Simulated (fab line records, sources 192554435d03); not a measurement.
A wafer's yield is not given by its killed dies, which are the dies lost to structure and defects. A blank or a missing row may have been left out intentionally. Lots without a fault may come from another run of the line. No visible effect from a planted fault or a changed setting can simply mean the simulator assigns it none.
Chamber matching / flow n5 finfet / 3 sister chambers for N5_BEOL_M6_CURE_74 on uv cure-03
The step cures SiCOH lowk, time 240 s. 20 wafers are shown with their chamber, then 10 later ones without.

== WAFERS WITH THEIR CHAMBER ==
wafer=L078.1; chamber=2; wafer_temp_C_max=386.3; lamp power pct (%)=52.35
wafer=L078.2; chamber=2; wafer_temp_C_max=386.8; lamp power pct (%)=52.37
wafer=L078.3; chamber=2; wafer_temp_C_max=386.2; lamp power pct (%)=52.45
wafer=L081.1; chamber=1; wafer_temp_C_max=386.8; lamp power pct (%)=52.25
wafer=L081.4; chamber=1; wafer_temp_C_max=387.2; lamp power pct (%)=52.40
wafer=L081.6; chamber=1; wafer_temp_C_max=387.2; lamp power pct (%)=52.25
wafer=L081.2; chamber=1; wafer_temp_C_max=387.3; lamp power pct (%)=52.27
wafer=L081.3; chamber=1; wafer_temp_C_max=387.3; lamp power pct (%)=52.22
wafer=L081.5; chamber=1; wafer_temp_C_max=388.2; lamp power pct (%)=52.30
wafer=L083.2; chamber=0; wafer_temp_C_max=387.0; lamp power pct (%)=52.34
wafer=L083.3; chamber=0; wafer_temp_C_max=386.4; lamp power pct (%)=52.30
wafer=L083.5; chamber=0; wafer_temp_C_max=386.8; lamp power pct (%)=52.29
wafer=L086.2; chamber=0; wafer_temp_C_max=386.5; lamp power pct (%)=52.36
wafer=L086.3; chamber=0; wafer_temp_C_max=386.3; lamp power pct (%)=52.27
wafer=L086.4; chamber=0; wafer_temp_C_max=385.9; lamp power pct (%)=52.27
wafer=L092.4; chamber=1; wafer_temp_C_max=387.0; lamp power pct (%)=52.31
wafer=L092.5; chamber=1; wafer_temp_C_max=387.3; lamp power pct (%)=52.34
wafer=L092.6; chamber=1; wafer_temp_C_max=387.1; lamp power pct (%)=52.29
wafer=L093.1; chamber=2; wafer_temp_C_max=386.5; lamp power pct (%)=52.35
wafer=L093.2; chamber=2; wafer_temp_C_max=386.5; lamp power pct (%)=52.33

SIGNATURES (means of the wafers above)
reading=wafer_temp_C_max; chamber 0=386.483; chamber 1=387.267; chamber 2=386.460; scatter within a chamber=0.356
reading=lamp power pct; chamber 0=52.3050; chamber 1=52.2922; chamber 2=52.3700; scatter within a chamber=0.0481
Rule: distance of a wafer from a chamber = root of the sum over the readings of ((wafer's reading minus chamber's mean) / reading's scatter) squared. If the next closest chamber is less than 2 further off than the closest, the wafer can't be placed; otherwise it belongs to the closest. How the scatter is found: for the shown wafers, subtract from each reading the mean of its chamber, square and add these, divide the total by (wafers less chambers), then take the root.

== WAFERS MISSING THEIR CHAMBER ==
wafer=L093.4; wafer_temp_C_max=386.9; lamp power pct (%)=52.30
wafer=L095.1; wafer_temp_C_max=387.0; lamp power pct (%)=52.34
wafer=L095.4; wafer_temp_C_max=387.6; lamp power pct (%)=52.32
wafer=L095.5; wafer_temp_C_max=386.8; lamp power pct (%)=52.17
wafer=L095.2; wafer_temp_C_max=387.0; lamp power pct (%)=52.37
wafer=L095.3; wafer_temp_C_max=387.2; lamp power pct (%)=52.28
wafer=L095.6; wafer_temp_C_max=386.8; lamp power pct (%)=52.29
wafer=L097.1; wafer_temp_C_max=386.6; lamp power pct (%)=52.30
wafer=L097.5; wafer_temp_C_max=386.3; lamp power pct (%)=52.29
wafer=L097.6; wafer_temp_C_max=386.7; lamp power pct (%)=52.33

== THE CHAMBER EACH PASSED THROUGH ==
wafer=L093.4; from the rows above=can't be placed: 1 or 0 or 2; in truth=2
wafer=L095.1; from the rows above=can't be placed: 1 or 0 or 2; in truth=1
wafer=L095.4; from the rows above=1; in truth=1
wafer=L095.5; from the rows above=can't be placed: 1 or 0 or 2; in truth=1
wafer=L095.2; from the rows above=can't be placed: 2 or 1 or 0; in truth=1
wafer=L095.3; from the rows above=can't be placed: 1 or 0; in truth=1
wafer=L095.6; from the rows above=can't be placed: 0 or 1 or 2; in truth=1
wafer=L097.1; from the rows above=can't be placed: 0 or 2 or 1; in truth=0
wafer=L097.5; from the rows above=can't be placed: 0 or 2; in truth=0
wafer=L097.6; from the rows above=can't be placed: 0 or 2 or 1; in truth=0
1 of 10 placed correctly. These rows do not allow placing 9 (true chamber among the candidates in 9). Wrongly placed: 0.
